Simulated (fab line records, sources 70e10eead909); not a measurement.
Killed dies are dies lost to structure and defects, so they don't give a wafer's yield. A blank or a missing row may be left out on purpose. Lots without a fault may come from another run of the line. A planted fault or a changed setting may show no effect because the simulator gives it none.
Chamber matching | flow nand_harc | NHARC_A_STAIRCASE_ETCH_313 on rie_diel-02: 4 sister chambers
The step etches the open film in CF4/CHF3. 20 wafers are shown with their chamber, then 10 later ones without.

WAFERS WITH THEIR CHAMBER
wafer  | chamber | showerhead_plenum_p_Torr (Torr) | drypump_motor_current_A (A) | rf_vpp_V (V)
L077.1 | 2       | 1.54                            | 5.7                         | 369.7
L077.2 | 3       | 1.49                            | 6.0                         | 366.3
L077.6 | 0       | 1.49                            | 6.0                         | 367.6
L078.3 | 0       | 1.49                            | 5.9                         | 368.2
L078.4 | 3       | 1.49                            | 6.0                         | 367.0
L078.6 | 3       | 1.49                            | 6.0                         | 368.7
L080.2 | 0       | 1.48                            | 6.0                         | 368.0
L080.3 | 1       | 1.65                            | 6.1                         | 371.6
L080.4 | 2       | 1.54                            | 5.7                         | 370.0
L082.1 | 2       | 1.54                            | 5.7                         | 370.8
L082.2 | 1       | 1.65                            | 6.1                         | 373.6
L082.5 | 3       | 1.48                            | 6.0                         | 367.5
L083.1 | 3       | 1.48                            | 6.0                         | 367.9
L083.2 | 2       | 1.54                            | 5.7                         | 369.7
L083.5 | 1       | 1.65                            | 6.1                         | 372.5
L088.1 | 1       | 1.65                            | 6.1                         | 372.6
L088.2 | 3       | 1.48                            | 6.0                         | 367.8
L088.4 | 1       | 1.65                            | 6.1                         | 373.6
L086.1 | 3       | 1.48                            | 6.0                         | 367.4
L086.3 | 0       | 1.48                            | 5.9                         | 367.7

SIGNATURES (means of the wafers above)
reading                  | chamber 0 | chamber 1 | chamber 2 | chamber 3 | scatter within a chamber
showerhead_plenum_p_Torr | 1.4850    | 1.6500    | 1.5400    | 1.4843    | 0.00412
drypump_motor_current_A  | 5.950     | 6.100     | 5.700     | 6.000     | 0.025
rf_vpp_V                 | 367.875   | 372.780   | 370.050   | 367.514   | 0.674
Rule: a wafer's distance from a chamber is the root of the sum, over the readings, of the square of ((its reading less the chamber's mean) divided by the reading's scatter). The wafer belongs to the nearest chamber; if the next one is less than 2 further off, it can't be placed. The scatter: the root of (the sum of the squares of (reading less its chamber's mean) over the shown wafers, divided by (wafers less chambers)).

WAFERS WITHOUT THEIR CHAMBER
wafer  | showerhead_plenum_p_Torr (Torr) | drypump_motor_current_A (A) | rf_vpp_V (V)
L086.5 | 1.65                            | 6.1                         | 371.6
L091.4 | 1.48                            | 6.0                         | 366.7
L091.5 | 1.65                            | 6.1                         | 373.6
L091.6 | 1.48                            | 6.0                         | 367.7
L089.3 | 1.53                            | 5.7                         | 367.6
L089.5 | 1.65                            | 6.1                         | 372.9
L089.6 | 1.53                            | 5.7                         | 368.9
L096.1 | 1.48                            | 6.0                         | 367.0
L096.2 | 1.65                            | 6.1                         | 373.0
L096.3 | 1.48                            | 6.0                         | 366.3

WHICH CHAMBER EACH WENT THROUGH
wafer  | from the rows above     | in truth
L086.5 | 1                       | 1
L091.4 | can't be placed: 3 or 0 | 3
L091.5 | 1                       | 1
L091.6 | can't be placed: 3 or 0 | 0
L089.3 | 2                       | 2
L089.5 | 1                       | 1
L089.6 | 2                       | 2
L096.1 | can't be placed: 3 or 0 | 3
L096.2 | 1                       | 1
L096.3 | can't be placed: 3 or 0 | 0
Placed correctly: 6 of 10. Can't be placed from these rows: 4 (the true chamber is among the candidates in 4). Placed wrongly: 0.
